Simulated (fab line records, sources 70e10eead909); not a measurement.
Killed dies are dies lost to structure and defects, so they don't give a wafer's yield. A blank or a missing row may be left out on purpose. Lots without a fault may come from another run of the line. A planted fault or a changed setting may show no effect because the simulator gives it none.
A struck lot beside a sound one | flow nand_harc | 14 steps out of a route of 1302
Sound: wafers L215.1, L215.2, L215.6. Struck: wafers L219.3, L219.6. The cause comes at the end.
At each step with rows: each side's tool, then ch and its chambers, then its first start. Under that, the readings that differ: sound wafers | struck wafers | difference of the means | sigmas: that difference in standard deviations of wafers without a fault.
alike: readings whose means differ by less than 2 such deviations, and words and numbers that are the same on both sides. not compared: withheld readings, readings that some wafer has no value for, bounds like >300 that may hide the same value, and numbers for which the record gives no deviation and whose values overlap.
The two part at a step that has a row with sigmas, a row that says differs or no value, or rows on one side only. Numbers that don't overlap but have no deviation are shown without sigmas and don't part them. A reading that every wafer of one side lacks parts them only if that side has two wafers or more.

first, 1 step without rows for these wafers: NHARC_A_ONON_D1_DEP_00 (target thk 1000 nm).
NHARC_A_ONON_D1_THK_MEAS_02: measures by ellipsometry.
  sound on film_metro-01, day 12 02:38; struck on film_metro-02, day 13 20:51
  alike: thk_nm
then, 1 step without rows for these wafers: NHARC_A_ONON_D1_DEP_03 (target thk 1000 nm).
NHARC_A_ONON_D1_THK_MEAS_05: measures by ellipsometry.
  sound on film_metro-02, day 12 03:13; struck on film_metro-01, day 13 21:25
  reading     | sound       | struck    | difference | sigmas
  thk_nm (nm) | 986 986 986 | 1006 1006 | +20        | +2
then, 1 step without rows for these wafers: NHARC_A_ONON_D1_DEP_06 (target thk 1000 nm).
NHARC_A_ONON_D1_THK_MEAS_08: measures by ellipsometry.
  sound on film_metro-01, day 12 03:46; struck on film_metro-01, day 13 21:59
  alike: thk_nm
then, 1 step without rows for these wafers: NHARC_A_ONON_D1_DEP_09 (target thk 1000 nm).
NHARC_A_ONON_D1_THK_MEAS_11: measures by ellipsometry.
  sound on film_metro-02, day 12 04:20; struck on film_metro-02, day 13 22:33
  alike: thk_nm
then, 1 step without rows for these wafers: NHARC_A_ONON_D1_DEP_12 (target thk 1000 nm).
NHARC_A_ONON_D1_THK_MEAS_14: measures by ellipsometry.
  sound on film_metro-02, day 12 04:54; struck on film_metro-02, day 13 23:07
  alike: thk_nm
then, 1 step without rows for these wafers: NHARC_A_ONON_D1_ANNEAL_15 (time 3600 s).
NHARC_A_ONON_D1_DEP_16: target thk 1000 nm.
  sound on pecvd_onon-04 ch 0, day 12 15:11; struck on pecvd_onon-02 ch 0, day 14 07:13
  alike: susceptor_temp_C
NHARC_A_ONON_D1_THK_MEAS_18: measures by ellipsometry.
  sound on film_metro-02, day 12 15:42; struck on film_metro-02, day 14 07:48
  reading     | sound          | struck    | difference | sigmas
  thk_nm (nm) | 1010 1011 1012 | 1530 1532 | +520       | +47
  not compared: hold
-- the record jumps here: 16 days lie between the struck wafers' starts before and after (it left off in module A_ONON_D1 and takes up again in module END, whose first step shown is number 1302 of the route) --
NHARC_END_SORT_01:
  the record has rows for the struck wafers here (prober-02 ch 0, day 29 20:56) and none for the sound ones

WHERE THEY PART
First at NHARC_A_ONON_D1_THK_MEAS_05; last, within this record, at NHARC_END_SORT_01.

WHY: what the simulator had put in
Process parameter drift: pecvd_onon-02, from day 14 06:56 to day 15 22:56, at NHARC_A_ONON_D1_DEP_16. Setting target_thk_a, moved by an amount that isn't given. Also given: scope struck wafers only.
